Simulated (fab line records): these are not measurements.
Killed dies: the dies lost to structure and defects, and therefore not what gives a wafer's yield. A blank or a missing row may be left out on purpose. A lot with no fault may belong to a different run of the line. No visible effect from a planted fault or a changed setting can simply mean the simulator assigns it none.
Chamber matching -- flow n5Finfet -- N5_BEOL_M12_ETCH_59 on rieDiel-05: 4 sister chambers
The step etches BARC in N2/H2, target depth 89 nm, overetch 26.7 nm, time 67.9 s. 8 wafers are shown with their chamber, then 9 later ones without.

== WAFERS, EACH WITH ITS CHAMBER ==
wafer,chamber,drypumpMotorCurrentA (A),showerheadPlenumPTorr (Torr)
L083.4,3,6.5,2.62
L083.5,0,5.8,2.60
L091.1,2,5.5,2.46
L091.3,3,6.5,2.62
L091.5,1,5.2,2.59
L090.1,2,5.5,2.46
L090.2,1,5.1,2.59
L090.6,0,5.8,2.59

== WAFERS MISSING THEIR CHAMBER ==
wafer,drypumpMotorCurrentA (A),showerheadPlenumPTorr (Torr)
L092.1,5.1,2.59
L092.2,6.5,2.62
L092.6,5.5,2.46
L096.2,5.8,2.58
L096.3,5.2,2.59
L096.5,5.8,2.58
L097.1,6.5,2.61
L097.3,5.5,2.45
L097.5,5.5,2.45

== CHAMBER TAKEN BY EACH ==
wafer,from the rows above,in truth
L092.1,1,1
L092.2,3,3
L092.6,2,2
L096.2,0,0
L096.3,1,1
L096.5,0,0
L097.1,3,3
L097.3,2,2
L097.5,2,2
Correct placement for 9 of the 9. Can't be placed from these rows: 0. 0 placed wrongly.
How it was worked out, from the rows above alone: a wafer's distance from a chamber is the root of the sum, over the readings, of the square of ((its reading less the chamber's mean) divided by the reading's scatter). The wafer belongs to the nearest chamber; if the next one is less than 2 further off, it can't be placed. For every chamber, the mean is computed from those of its wafers that are shown. How the scatter is found: for the shown wafers, subtract from each reading the mean of its chamber, square and add these, divide the total by (wafers less chambers), then take the root.
